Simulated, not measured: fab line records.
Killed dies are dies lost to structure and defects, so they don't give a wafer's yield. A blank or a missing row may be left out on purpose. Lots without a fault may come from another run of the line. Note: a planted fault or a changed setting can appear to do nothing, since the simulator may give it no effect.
Matching of chambers    flow n5 finfet    N5_BEOL_M0_SAQP_ETCH_84 on rie diel-02: 4 sister chambers
The step etches SOC in N2/H2, target depth 100 nm, overetch 20 nm, time 150 s. 22 wafers are shown with their chamber, then 11 later ones without.

EACH WAFER AND ITS CHAMBER
wafer   chamber  drypump motor current A (A)  showerhead plenum p Torr (Torr)  oes product au (a.u.)
L077.3  2        5.8                          2.40                             0.64
L077.5  0        5.2                          2.61                             0.65
L077.6  3        6.3                          2.65                             0.63
L079.2  1        6.3                          2.61                             0.75
L079.4  0        5.2                          2.60                             0.64
L079.5  0        5.2                          2.60                             0.64
L081.1  3        6.3                          2.65                             0.63
L081.2  0        5.2                          2.60                             0.64
L081.6  2        5.9                          2.39                             0.63
L082.1  1        6.3                          2.61                             0.74
L082.3  3        6.2                          2.65                             0.62
L082.4  2        5.9                          2.39                             0.64
L083.3  1        6.3                          2.61                             0.74
L083.5  0        5.2                          2.60                             0.64
L083.6  3        6.3                          2.65                             0.62
L087.2  2        5.9                          2.39                             0.63
L087.4  0        5.2                          2.60                             0.64
L087.6  1        6.3                          2.60                             0.73
L091.3  2        5.9                          2.38                             0.63
L091.4  1        6.3                          2.60                             0.73
L091.6  3        6.3                          2.64                             0.62
L092.2  3        6.3                          2.64                             0.61

SIGNATURES, as means of the wafers listed above
reading                   chamber 0  chamber 1  chamber 2  chamber 3  scatter within a chamber
drypump motor current A   5.200      6.300      5.880      6.283      0.0301
showerhead plenum p Torr  2.6017     2.6060     2.3900     2.6467     0.00546
oes product au            0.6417     0.7380     0.6340     0.6217     0.00653
Rule: for a wafer and a chamber, the distance is found by dividing, reading by reading, the gap between the wafer's reading and the chamber's mean by the reading's scatter, squaring, summing and taking the root. The wafer belongs to the nearest chamber; if the next one is less than 2 further off, it can't be placed. The scatter: the root of (the sum of the squares of (reading less its chamber's mean) over the shown wafers, divided by (wafers less chambers)).

WAFERS MISSING THEIR CHAMBER
wafer   drypump motor current A (A)  showerhead plenum p Torr (Torr)  oes product au (a.u.)
L092.3  6.3                          2.60                             0.73
L092.5  6.2                          2.64                             0.61
L093.2  5.2                          2.59                             0.63
L093.5  6.3                          2.60                             0.72
L093.6  5.2                          2.59                             0.63
L094.2  5.2                          2.59                             0.62
L094.4  6.3                          2.64                             0.61
L094.5  5.2                          2.59                             0.63
L096.3  5.9                          2.70                             0.86
L096.5  6.3                          2.64                             0.61
L096.6  5.2                          2.59                             0.63

EACH ONE'S CHAMBER
wafer    from the rows above   in truth
L092.3   1                     1
L092.5   3                     3
L093.2   0                     0
L093.5   1                     1
L093.6   0                     0
L094.2   0                     0
L094.4   3                     3
L094.5   0                     0
L096.3   1                     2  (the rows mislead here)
L096.5   3                     3
L096.6   0                     0
Placed correctly: 10 of 11. From these rows, 0 cannot be placed. Wrongly placed: 1.
